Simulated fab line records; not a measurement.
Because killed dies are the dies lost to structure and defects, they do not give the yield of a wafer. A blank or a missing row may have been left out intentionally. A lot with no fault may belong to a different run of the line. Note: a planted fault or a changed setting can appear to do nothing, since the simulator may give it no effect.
Which tool did it? / flow nand_harc / 41 wafers from 14 lots sampled at 4 of the route's 1159 steps

## WHAT THE GAUGES SHOWED, per wafer
The record lacks any reading of a measuring or inspecting step that a usual standard deviation could be used to judge.

## WHICH TOOL RAN EACH LOT (tool, then ch and the chambers of the sampled wafers, then the start)
lot=L907; NHARC_A_BONDPAD_ETCH_34=rie_diel-04 ch 0,2, day 18 01:52; NHARC_A_BONDPAD_ETCH_12=rie_diel-04 ch 0,3, day 18 17:09 or earlier; NHARC_THIN_TSV_DEP_43=pecvd-02 ch 0,1,2, day 18 17:09; NHARC_THIN_TSV_ETCHBACK_48=rie_diel-10 ch 0,1, day 18 20:13
lot=L911; NHARC_A_BONDPAD_ETCH_34=rie_diel-07 ch 0,1, day 18 07:26; NHARC_A_BONDPAD_ETCH_12=rie_diel-07 ch 2,3, day 18 22:02 or earlier; NHARC_THIN_TSV_DEP_43=pecvd-03 ch 0,1,2, day 18 22:02; NHARC_THIN_TSV_ETCHBACK_48=rie_diel-10 ch 0,1, day 19 01:09
lot=L912; NHARC_A_BONDPAD_ETCH_34=rie_diel-04 ch 1,2, day 18 16:16; NHARC_A_BONDPAD_ETCH_12=rie_diel-04 ch 1,2,3, day 19 09:21 or earlier; NHARC_THIN_TSV_DEP_43=pecvd-03 ch 0,1,2, day 19 09:21; NHARC_THIN_TSV_ETCHBACK_48=rie_diel-06 ch 0,2,3, day 19 12:28
lot=L915; NHARC_A_BONDPAD_ETCH_34=rie_diel-04 ch 0,2, day 19 20:23; NHARC_A_BONDPAD_ETCH_12=rie_diel-04 ch 0,3, day 20 10:16 or earlier; NHARC_THIN_TSV_DEP_43=pecvd-03 ch 1,2, day 20 10:16; NHARC_THIN_TSV_ETCHBACK_48=rie_diel-06 ch 1,3, day 20 13:25
lot=L920; NHARC_A_BONDPAD_ETCH_34=rie_diel-04 ch 0,1,2, day 21 06:34; NHARC_A_BONDPAD_ETCH_12=rie_diel-04 ch 0,1,2, day 21 22:49 or earlier; NHARC_THIN_TSV_DEP_43=pecvd-04 ch 1,2, day 21 22:49; NHARC_THIN_TSV_ETCHBACK_48=rie_diel-09 ch 0,2,3, day 22 01:43
lot=L922; NHARC_A_BONDPAD_ETCH_34=rie_diel-04 ch 0,1,2, day 21 23:19; NHARC_A_BONDPAD_ETCH_12=rie_diel-04 ch 2,3, day 22 18:47 or earlier; NHARC_THIN_TSV_DEP_43=pecvd-04 ch 0,1,2, day 22 18:47; NHARC_THIN_TSV_ETCHBACK_48=rie_diel-10 ch 0,2, day 22 21:46
lot=L923; NHARC_A_BONDPAD_ETCH_34=rie_diel-04 ch 1,2, day 22 03:03; NHARC_A_BONDPAD_ETCH_12=rie_diel-04 ch 0,1,3, day 22 19:45 or earlier; NHARC_THIN_TSV_DEP_43=pecvd-04 ch 0,1, day 22 19:45; NHARC_THIN_TSV_ETCHBACK_48=rie_diel-06 ch 1,3, day 22 22:42
lot=L925; NHARC_A_BONDPAD_ETCH_34=rie_diel-07 ch 0,1, day 22 16:56; NHARC_A_BONDPAD_ETCH_12=rie_diel-07 ch 0,1,3, day 23 10:28 or earlier; NHARC_THIN_TSV_DEP_43=pecvd-03 ch 0,1, day 23 10:28; NHARC_THIN_TSV_ETCHBACK_48=rie_diel-10 ch 0,1,3, day 23 13:42
lot=L928; NHARC_A_BONDPAD_ETCH_34=rie_diel-04 ch 0,1,3, day 22 17:19; NHARC_A_BONDPAD_ETCH_12=rie_diel-04 ch 0,3, day 23 09:10 or earlier; NHARC_THIN_TSV_DEP_43=pecvd-02 ch 0,1, day 23 09:10; NHARC_THIN_TSV_ETCHBACK_48=rie_diel-10 ch 1,2,3, day 23 12:13
lot=L924; NHARC_A_BONDPAD_ETCH_34=rie_diel-04 ch 0,1,2, day 22 18:06; NHARC_A_BONDPAD_ETCH_12=rie_diel-04 ch 0,1, day 23 11:40 or earlier; NHARC_THIN_TSV_DEP_43=pecvd-02 ch 1,2, day 23 11:40; NHARC_THIN_TSV_ETCHBACK_48=rie_diel-09 ch 0,3, day 23 14:45
lot=L927; NHARC_A_BONDPAD_ETCH_34=rie_diel-04 ch 0,1,3, day 22 20:24; NHARC_A_BONDPAD_ETCH_12=rie_diel-04 ch 0,2,3, day 23 13:28 or earlier; NHARC_THIN_TSV_DEP_43=pecvd-02 ch 0,1,2, day 23 13:28; NHARC_THIN_TSV_ETCHBACK_48=rie_diel-10 ch 0,1,2, day 23 16:33
lot=L926; NHARC_A_BONDPAD_ETCH_34=rie_diel-04 ch 0,3, day 23 00:21; NHARC_A_BONDPAD_ETCH_12=rie_diel-04 ch 0,1, day 23 14:44 or earlier; NHARC_THIN_TSV_DEP_43=pecvd-03 ch 0,1,2, day 23 14:44; NHARC_THIN_TSV_ETCHBACK_48=rie_diel-06 ch 2,3, day 23 18:22
lot=L929; NHARC_A_BONDPAD_ETCH_34=rie_diel-04 ch 1,2, day 23 10:00; NHARC_A_BONDPAD_ETCH_12=rie_diel-04 ch 2,3, day 24 01:08 or earlier; NHARC_THIN_TSV_DEP_43=pecvd-02 ch 0,1,2, day 24 01:08; NHARC_THIN_TSV_ETCHBACK_48=rie_diel-10 ch 0,1, day 24 04:12
lot=L930; NHARC_A_BONDPAD_ETCH_34=rie_diel-07 ch 2,3, day 23 20:12; NHARC_A_BONDPAD_ETCH_12=rie_diel-07 ch 0,1,2, day 24 11:29 or earlier; NHARC_THIN_TSV_DEP_43=pecvd-03 ch 0,1,2, day 24 11:29; NHARC_THIN_TSV_ETCHBACK_48=rie_diel-10 ch 0,2,3, day 24 14:26
- NHARC_A_BONDPAD_ETCH_34: etches the open film in N2/H2, target depth 60 nm, overetch 18 nm, time 65.91 s.
- NHARC_A_BONDPAD_ETCH_12: etches the open film in CHF3/O2, target depth 220 nm, time 110 s.
- NHARC_THIN_TSV_DEP_43: deposits SiO2, target thk 1328.5 nm.
- NHARC_THIN_TSV_ETCHBACK_48: etches the open film in C4F8/Ar, target depth 1028.5 nm, time 405.17 s.

## WHAT THE TOOLS THEMSELVES READ (means of the sampled wafers that have a number; where no wafer has one, the mark that the record gives instead)
NHARC_A_BONDPAD_ETCH_34. Usual: drypump_motor_current_A 5.8 A, standard deviation 0.45; oes_product_au 0.992 a.u., standard deviation 0.012; rf_fwd_power_W 397.4 W, standard deviation 1.4; rf_vpp_V 430 V, standard deviation 3.2; showerhead_plenum_p_Torr 2.04 Torr, standard deviation 0.11; throttle_valve_pct 14.173 %, standard deviation 0.0096.
lot=L907; tool=rie_diel-04; drypump_motor_current_A (A)=5.7; oes_product_au (a.u.)=0.994; rf_fwd_power_W (W)=398.6; rf_vpp_V (V)=427; showerhead_plenum_p_Torr (Torr)=1.91; throttle_valve_pct (%)=14.171; flag=
lot=L911; tool=rie_diel-07; drypump_motor_current_A (A)=6.1; oes_product_au (a.u.)=1.006; rf_fwd_power_W (W)=397.9; rf_vpp_V (V)=431; showerhead_plenum_p_Torr (Torr)=2.05; throttle_valve_pct (%)=14.167; flag=
lot=L912; tool=rie_diel-04; drypump_motor_current_A (A)=5.8; oes_product_au (a.u.)=0.997; rf_fwd_power_W (W)=398.0; rf_vpp_V (V)=429; showerhead_plenum_p_Torr (Torr)=2.02; throttle_valve_pct (%)=14.175; flag=
lot=L915; tool=rie_diel-04; drypump_motor_current_A (A)=5.6; oes_product_au (a.u.)=0.997; rf_fwd_power_W (W)=397.1; rf_vpp_V (V)=426; showerhead_plenum_p_Torr (Torr)=1.90; throttle_valve_pct (%)=14.179; flag=
lot=L920; tool=rie_diel-04; drypump_motor_current_A (A)=5.6; oes_product_au (a.u.)=0.998; rf_fwd_power_W (W)=397.0; rf_vpp_V (V)=429; showerhead_plenum_p_Torr (Torr)=1.96; throttle_valve_pct (%)=14.172; flag=
lot=L922; tool=rie_diel-04; drypump_motor_current_A (A)=5.6; oes_product_au (a.u.)=0.985; rf_fwd_power_W (W)=398.1; rf_vpp_V (V)=427; showerhead_plenum_p_Torr (Torr)=1.96; throttle_valve_pct (%)=14.175; flag=
lot=L923; tool=rie_diel-04; drypump_motor_current_A (A)=5.9; oes_product_au (a.u.)=0.989; rf_fwd_power_W (W)=398.6; rf_vpp_V (V)=427; showerhead_plenum_p_Torr (Torr)=1.96; throttle_valve_pct (%)=14.175; flag=
lot=L925; tool=rie_diel-07; drypump_motor_current_A (A)=6.1; oes_product_au (a.u.)=0.995; rf_fwd_power_W (W)=396.7; rf_vpp_V (V)=431; showerhead_plenum_p_Torr (Torr)=2.06; throttle_valve_pct (%)=14.167; flag=
lot=L928; tool=rie_diel-04; drypump_motor_current_A (A)=5.7; oes_product_au (a.u.)=0.988; rf_fwd_power_W (W)=398.2; rf_vpp_V (V)=431; showerhead_plenum_p_Torr (Torr)=2.05; throttle_valve_pct (%)=14.166; flag=
lot=L924; tool=rie_diel-04; drypump_motor_current_A (A)=5.6; oes_product_au (a.u.)=0.993; rf_fwd_power_W (W)=399.3; rf_vpp_V (V)=428; showerhead_plenum_p_Torr (Torr)=1.96; throttle_valve_pct (%)=14.178; flag=
lot=L927; tool=rie_diel-04; drypump_motor_current_A (A)=5.7; oes_product_au (a.u.)=0.980; rf_fwd_power_W (W)=398.1; rf_vpp_V (V)=431; showerhead_plenum_p_Torr (Torr)=2.05; throttle_valve_pct (%)=14.184; flag=
lot=L926; tool=rie_diel-04; drypump_motor_current_A (A)=5.6; oes_product_au (a.u.)=0.979; rf_fwd_power_W (W)=397.3; rf_vpp_V (V)=429; showerhead_plenum_p_Torr (Torr)=2.00; throttle_valve_pct (%)=14.192; flag=
lot=L929; tool=rie_diel-04; drypump_motor_current_A (A)=5.8; oes_product_au (a.u.)=0.987; rf_fwd_power_W (W)=397.0; rf_vpp_V (V)=430; showerhead_plenum_p_Torr (Torr)=2.02; throttle_valve_pct (%)=14.170; flag=
lot=L930; tool=rie_diel-07; drypump_motor_current_A (A)=5.6; oes_product_au (a.u.)=1.004; rf_fwd_power_W (W)=396.8; rf_vpp_V (V)=434; showerhead_plenum_p_Torr (Torr)=2.15; throttle_valve_pct (%)=14.176; flag=

NHARC_A_BONDPAD_ETCH_12. Usual: drypump_motor_current_A 5.8 A, standard deviation 0.45; oes_product_au 0.942 a.u., standard deviation 0.02; rf_fwd_power_W 497.7 W, standard deviation 1.6; rf_vpp_V 370.5 V, standard deviation 2.9; showerhead_plenum_p_Torr 2.40 Torr, standard deviation 0.13; throttle_valve_pct 20.573 %, standard deviation 0.0089.
lot=L907; tool=rie_diel-04; drypump_motor_current_A (A)=5.9; oes_product_au (a.u.)=0.915; rf_fwd_power_W (W)=496.7; rf_vpp_V (V)=371.0; showerhead_plenum_p_Torr (Torr)=2.46; throttle_valve_pct (%)=20.570; flag=
lot=L911; tool=rie_diel-07; drypump_motor_current_A (A)=6.2; oes_product_au (a.u.)=0.958; rf_fwd_power_W (W)=497.1; rf_vpp_V (V)=372.7; showerhead_plenum_p_Torr (Torr)=2.52; throttle_valve_pct (%)=20.576; flag=
lot=L912; tool=rie_diel-04; drypump_motor_current_A (A)=6.0; oes_product_au (a.u.)=0.920; rf_fwd_power_W (W)=497.8; rf_vpp_V (V)=371.4; showerhead_plenum_p_Torr (Torr)=2.42; throttle_valve_pct (%)=20.574; flag=
lot=L915; tool=rie_diel-04; drypump_motor_current_A (A)=5.8; oes_product_au (a.u.)=0.911; rf_fwd_power_W (W)=498.9; rf_vpp_V (V)=370.2; showerhead_plenum_p_Torr (Torr)=2.41; throttle_valve_pct (%)=20.579; flag=
lot=L920; tool=rie_diel-04; drypump_motor_current_A (A)=5.6; oes_product_au (a.u.)=0.953; rf_fwd_power_W (W)=498.1; rf_vpp_V (V)=367.6; showerhead_plenum_p_Torr (Torr)=2.32; throttle_valve_pct (%)=20.572; flag=
lot=L922; tool=rie_diel-04; drypump_motor_current_A (A)=6.2; oes_product_au (a.u.)=0.947; rf_fwd_power_W (W)=495.7; rf_vpp_V (V)=371.8; showerhead_plenum_p_Torr (Torr)=2.46; throttle_valve_pct (%)=20.583; flag=
lot=L923; tool=rie_diel-04; drypump_motor_current_A (A)=5.7; oes_product_au (a.u.)=0.957; rf_fwd_power_W (W)=499.8; rf_vpp_V (V)=370.6; showerhead_plenum_p_Torr (Torr)=2.42; throttle_valve_pct (%)=20.568; flag=
lot=L925; tool=rie_diel-07; drypump_motor_current_A (A)=5.7; oes_product_au (a.u.)=0.919; rf_fwd_power_W (W)=497.5; rf_vpp_V (V)=372.2; showerhead_plenum_p_Torr (Torr)=2.46; throttle_valve_pct (%)=20.582; flag=
lot=L928; tool=rie_diel-04; drypump_motor_current_A (A)=5.6; oes_product_au (a.u.)=0.957; rf_fwd_power_W (W)=498.3; rf_vpp_V (V)=369.6; showerhead_plenum_p_Torr (Torr)=2.36; throttle_valve_pct (%)=20.575; flag=
lot=L924; tool=rie_diel-04; drypump_motor_current_A (A)=5.4; oes_product_au (a.u.)=0.967; rf_fwd_power_W (W)=497.2; rf_vpp_V (V)=368.7; showerhead_plenum_p_Torr (Torr)=2.31; throttle_valve_pct (%)=20.564; flag=
lot=L927; tool=rie_diel-04; drypump_motor_current_A (A)=5.8; oes_product_au (a.u.)=0.918; rf_fwd_power_W (W)=498.6; rf_vpp_V (V)=368.2; showerhead_plenum_p_Torr (Torr)=2.36; throttle_valve_pct (%)=20.582; flag=
lot=L926; tool=rie_diel-04; drypump_motor_current_A (A)=5.5; oes_product_au (a.u.)=0.953; rf_fwd_power_W (W)=498.4; rf_vpp_V (V)=370.9; showerhead_plenum_p_Torr (Torr)=2.38; throttle_valve_pct (%)=20.565; flag=
lot=L929; tool=rie_diel-04; drypump_motor_current_A (A)=6.0; oes_product_au (a.u.)=0.949; rf_fwd_power_W (W)=497.0; rf_vpp_V (V)=370.7; showerhead_plenum_p_Torr (Torr)=2.36; throttle_valve_pct (%)=20.570; flag=
lot=L930; tool=rie_diel-07; drypump_motor_current_A (A)=6.3; oes_product_au (a.u.)=0.938; rf_fwd_power_W (W)=497.5; rf_vpp_V (V)=371.2; showerhead_plenum_p_Torr (Torr)=2.44; throttle_valve_pct (%)=20.575; flag=

NHARC_THIN_TSV_DEP_43. Usual: flow_sccm 2652 sccm, standard deviation 8.7; rf_fwd_power_W 897.4 W, standard deviation 2.8; throttle_valve_pct 16.0 %, standard deviation 0.57.
lot=L907; tool=pecvd-02; flow_sccm (sccm)=2640; rf_fwd_power_W (W)=898.5; throttle_valve_pct (%)=16.0; flag=
lot=L911; tool=pecvd-03; flow_sccm (sccm)=2655; rf_fwd_power_W (W)=899.1; throttle_valve_pct (%)=16.3; flag=
lot=L912; tool=pecvd-03; flow_sccm (sccm)=2652; rf_fwd_power_W (W)=896.2; throttle_valve_pct (%)=16.2; flag=
lot=L915; tool=pecvd-03; flow_sccm (sccm)=2660; rf_fwd_power_W (W)=897.1; throttle_valve_pct (%)=16.1; flag=
lot=L920; tool=pecvd-04; flow_sccm (sccm)=2652; rf_fwd_power_W (W)=897.7; throttle_valve_pct (%)=15.5; flag=
lot=L922; tool=pecvd-04; flow_sccm (sccm)=2654; rf_fwd_power_W (W)=899.1; throttle_valve_pct (%)=15.5; flag=
lot=L923; tool=pecvd-04; flow_sccm (sccm)=2652; rf_fwd_power_W (W)=898.6; throttle_valve_pct (%)=15.3; flag=
lot=L925; tool=pecvd-03; flow_sccm (sccm)=2645; rf_fwd_power_W (W)=899.0; throttle_valve_pct (%)=16.4; flag=
lot=L928; tool=pecvd-02; flow_sccm (sccm)=2645; rf_fwd_power_W (W)=895.0; throttle_valve_pct (%)=15.6; flag=
lot=L924; tool=pecvd-02; flow_sccm (sccm)=2656; rf_fwd_power_W (W)=896.9; throttle_valve_pct (%)=15.9; flag=
lot=L927; tool=pecvd-02; flow_sccm (sccm)=2657; rf_fwd_power_W (W)=897.6; throttle_valve_pct (%)=16.0; flag=
lot=L926; tool=pecvd-03; flow_sccm (sccm)=2653; rf_fwd_power_W (W)=895.7; throttle_valve_pct (%)=16.1; flag=
lot=L929; tool=pecvd-02; flow_sccm (sccm)=2645; rf_fwd_power_W (W)=899.1; throttle_valve_pct (%)=16.0; flag=
lot=L930; tool=pecvd-03; flow_sccm (sccm)=2645; rf_fwd_power_W (W)=901.4; throttle_valve_pct (%)=16.0; flag=

NHARC_THIN_TSV_ETCHBACK_48. Usual: oes_product_au 0.96 a.u., standard deviation 0.035; rf_fwd_power_W 598.8 W, standard deviation 2.1; rf_vpp_V 547 V, standard deviation 3.9; run_length_s 426.6 s, standard deviation 0.32.
lot=L907; tool=rie_diel-10; oes_product_au (a.u.)=0.97; rf_fwd_power_W (W)=596.4; rf_vpp_V (V)=545; run_length_s (s)=426.8; flag=
lot=L911; tool=rie_diel-10; oes_product_au (a.u.)=0.94; rf_fwd_power_W (W)=598.8; rf_vpp_V (V)=545; run_length_s (s)=426.7; flag=
lot=L912; tool=rie_diel-06; oes_product_au (a.u.)=0.99; rf_fwd_power_W (W)=599.2; rf_vpp_V (V)=547; run_length_s (s)=396.3; flag=OFF
lot=L915; tool=rie_diel-06; oes_product_au (a.u.)=1.00; rf_fwd_power_W (W)=597.1; rf_vpp_V (V)=544; run_length_s (s)=381.6; flag=OFF
lot=L920; tool=rie_diel-09; oes_product_au (a.u.)=0.92; rf_fwd_power_W (W)=602.3; rf_vpp_V (V)=549; run_length_s (s)=426.5; flag=
lot=L922; tool=rie_diel-10; oes_product_au (a.u.)=0.93; rf_fwd_power_W (W)=599.2; rf_vpp_V (V)=544; run_length_s (s)=426.7; flag=
lot=L923; tool=rie_diel-06; oes_product_au (a.u.)=0.92; rf_fwd_power_W (W)=597.5; rf_vpp_V (V)=546; run_length_s (s)=426.9; flag=
lot=L925; tool=rie_diel-10; oes_product_au (a.u.)=1.01; rf_fwd_power_W (W)=598.4; rf_vpp_V (V)=547; run_length_s (s)=426.5; flag=
lot=L928; tool=rie_diel-10; oes_product_au (a.u.)=1.00; rf_fwd_power_W (W)=600.9; rf_vpp_V (V)=548; run_length_s (s)=426.6; flag=
lot=L924; tool=rie_diel-09; oes_product_au (a.u.)=0.93; rf_fwd_power_W (W)=598.9; rf_vpp_V (V)=546; run_length_s (s)=426.5; flag=
lot=L927; tool=rie_diel-10; oes_product_au (a.u.)=1.00; rf_fwd_power_W (W)=600.4; rf_vpp_V (V)=546; run_length_s (s)=426.5; flag=
lot=L926; tool=rie_diel-06; oes_product_au (a.u.)=0.92; rf_fwd_power_W (W)=597.6; rf_vpp_V (V)=551; run_length_s (s)=426.4; flag=
lot=L929; tool=rie_diel-10; oes_product_au (a.u.)=0.98; rf_fwd_power_W (W)=597.9; rf_vpp_V (V)=543; run_length_s (s)=427.0; flag=
lot=L930; tool=rie_diel-10; oes_product_au (a.u.)=0.93; rf_fwd_power_W (W)=598.3; rf_vpp_V (V)=547; run_length_s (s)=426.5; flag=

## THE ANSWER, worked out from the rows above alone
Rule: a lot counts as off when the mean over its wafers that have a number is more than 3 standard deviations away from the usual mean. Also off: a lot with no number at a reading for which 4 or more lots have one. The other lots that the step has rows for count as sound. Order of review: gauges by route order, followed by the tools' own readings, for which a lot's mean as printed above is used. At the first step where some lot is off, the reading lying furthest off is the one used; lots without a number count as furthest.
Off at NHARC_THIN_TSV_ETCHBACK_48 (run_length_s): L912, L915.
If a tool, at that step or one of the process steps before it, ran each lot that is off and ran no sound lot following the first of them, it fits. With no start given for some of its lots, NHARC_A_BONDPAD_ETCH_12 uses the hours and lot order of NHARC_THIN_TSV_DEP_43. None of those tried fits.

## WHAT THE SIMULATOR PUT IN
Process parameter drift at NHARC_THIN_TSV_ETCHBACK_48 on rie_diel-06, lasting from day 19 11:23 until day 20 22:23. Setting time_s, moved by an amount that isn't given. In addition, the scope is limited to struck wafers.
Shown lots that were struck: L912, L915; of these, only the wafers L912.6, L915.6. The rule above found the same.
